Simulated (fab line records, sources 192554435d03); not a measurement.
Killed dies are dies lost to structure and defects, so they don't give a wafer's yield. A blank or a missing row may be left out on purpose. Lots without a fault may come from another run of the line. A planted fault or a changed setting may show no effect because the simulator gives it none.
Split-lot experiment | flow n5_finfet | 7 lots, 21 wafers read, on a route of 1938 steps

THE SPLIT
At N5_BEOL_M0_SAQP_PECVD_04 (deposits a-Si from SiH4/He, target thk 60 nm, time 60.2 s), the setting time_s was moved away from the recipe's 60.2 s on 9 of the 21 wafers read, by -14.6% to -5.3%. The other wafers ran this setting at the recipe's value.

FROM THE SPLIT TO THE READING: what the file shows between them, 7 steps
- N5_BEOL_M0_SAQP_THK_MEAS_05
- N5_BEOL_M0_SAQP_HM_DEP_111: deposits SiO2 from SiH4/N2O, target thk 12 nm, time 7.2 s
- N5_BEOL_M0_SAQP_COAT_81: time 60 s, resist thk 100 nm
- N5_BEOL_M0_SAQP_ETCH_84: etches SOC in N2/H2, target depth 100 nm, overetch 20 nm, time 150 s
- N5_BEOL_M0_SAQP_STRIP_80: strips in N2/H2
- N5_BEOL_M0_SAQP_HM_OPEN_112: chemistry CHF3/O2, target SiO2, stops on a-Si, target depth 12 nm, time 13.5 s
- N5_BEOL_M0_SAQP_STRIP_113: strips in CHF3/O2

THE READING
oes_product_au, in a.u., at N5_BEOL_M0_SAQP_MANDREL_ETCH_20 (etches a-Si in HBr/Cl2, stops on SiNx, target depth 60 nm, bt time 10 s, time 30 s). Fault-free wafers of this fab line usually give 0.767 a.u., standard deviation 0.014 a.u..

wafer  | tool, chamber at the split | time_s as run, s | against the recipe | oes_product_au, a.u. | against lot-mates on the recipe
L074.2 | pecvd-02, 2                | 53.55            | -11.0%             | 0.697                | -0.066
L074.3 | pecvd-02, 0                | 60.2             | recipe             | 0.757                | -
L074.5 | pecvd-02, 1                | 60.2             | recipe             | 0.769                | -
L075.3 | pecvd-04, 2                | 56.37            | -6.4%              | 0.724                | -0.042
L075.4 | pecvd-04, 2                | 60.2             | recipe             | 0.766                | -
L075.5 | pecvd-04, 0                | 56.37            | -6.4%              | 0.753                | -0.013
L078.1 | pecvd-01, 2                | 60.2             | recipe             | 0.770                | -
L078.3 | pecvd-01, 1                | 60.2             | recipe             | 0.780                | -
L078.4 | pecvd-01, 0                | 60.2             | recipe             | 0.777                | -
L080.1 | pecvd-04, 2                | 56.45            | -6.2%              | 0.755                | no lot-mate on the recipe
L080.4 | pecvd-04, 2                | 56.45            | -6.2%              | 0.750                | no lot-mate on the recipe
L080.6 | pecvd-04, 0                | 56.45            | -6.2%              | 0.751                | no lot-mate on the recipe
L086.3 | pecvd-01, 1                | 60.2             | recipe             | 0.780                | -
L086.5 | pecvd-01, 1                | 57.03            | -5.3%              | 0.755                | -0.025
L086.6 | pecvd-01, 0                | 57.03            | -5.3%              | 0.738                | -0.042
L091.1 | pecvd-04, 1                | 60.2             | recipe             | 0.771                | -
L091.2 | pecvd-04, 0                | 51.42            | -14.6%             | 0.685                | -0.073
L091.4 | pecvd-04, 1                | 60.2             | recipe             | 0.745                | -
L097.1 | pecvd-01, 2                | 60.2             | recipe             | 0.775                | -
L097.3 | pecvd-01, 1                | 60.2             | recipe             | 0.768                | -
L097.5 | pecvd-01, 2                | 60.2             | recipe             | 0.765                | -

THE FIT
A straight line over all 21 wafers: oes_product_au changes by +0.00524 a.u. for each +1% of time_s; r = +0.89; the points scatter about the line by 0.012 a.u..
The same after taking each lot's own level away (the mean of its wafers on the recipe; 18 wafers): +0.00528 a.u. for each +1%; r = +0.94; scatter 0.009 a.u..
On that fit, the largest move of time_s shifts the reading by 0.077 a.u..
The lots' own levels span 0.7580 to 0.7800 a.u., that is 1.6 times the standard deviation above.
So the lot-to-lot level changes the slope little: the two slopes agree.
Check: with one of the wafers moved furthest among these (-14.6%) left out of the fit, the line predicts -0.081 a.u. for it against its lot-mates. It came out at -0.073 a.u. against them.

OTHER SPLITS ON THESE WAFERS
These wafers also went through other splits before the reading. Each is held against what the fit with the lots' levels taken away leaves over:
other split on the same wafers        | wafers away from the commonest value | r with oes_product_au (lot level and that fit taken away)
N5_HKMG_FIN_COAT_43 spin_rpm          | 11                                   | +0.15
N5_HKMG_FIN_PWFM_ALD_03 ald_cycles    | 5                                    | +0.03
N5_GATE_CUT_ETCH_58 time_s            | 5                                    | +0.25
N5_MOL_CONTACT_COAG_ALD_27 ald_cycles | 7                                    | +0.03
N5_MOL_CONTACT_COAG_PECVD_31 temp_c   | 4                                    | -0.08
N5_BEOL_M0_SAQP_PECVD_03 time_s       | 6                                    | +0.01

THE WHOLE CHAIN: every reading that the file lists as answering this split, in the file's order
step                            | what it does                                                                       | reading                                                                               | change (the file's fit)                   | r (the file's)
N5_BEOL_M0_SAQP_PECVD_04        | deposits a-Si from SiH4/He, target thk 60 nm, time 60.2 s                          | a-Si_of_BEOL_M0_SAQP_PECVD_04.thk_nm (the simulator's own value, which no gauge read) | +0.602 nm for each +1% of the setting     | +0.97
N5_BEOL_M0_SAQP_THK_MEAS_05     |                                                                                    | thk_nm                                                                                | withheld for each +1% of the setting      | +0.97
N5_BEOL_M0_SAQP_HM_OPEN_112     | chemistry CHF3/O2, target SiO2, stops on a-Si, target depth 12 nm, time 13.5 s     | a-Si_of_BEOL_M0_SAQP_PECVD_04.thk_nm (the simulator's own value, which no gauge read) | +0.591 nm for each +1% of the setting     | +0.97
N5_BEOL_M0_SAQP_MANDREL_ETCH_20 | etches a-Si in HBr/Cl2, stops on SiNx, target depth 60 nm, bt time 10 s, time 30 s | oes_product_au                                                                        | +0.00532 a.u. for each +1% of the setting | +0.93
N5_BEOL_M0_SAQP_MANDREL_ETCH_20 | etches a-Si in HBr/Cl2, stops on SiNx, target depth 60 nm, bt time 10 s, time 30 s | etch.depth_nm (the simulator's own value, which no gauge read)                        | +0.598 nm for each +1% of the setting     | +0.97

THE FILE'S OWN FIT
oes_product_au changes by +0.00532 a.u. for each +1% of time_s, r = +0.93.
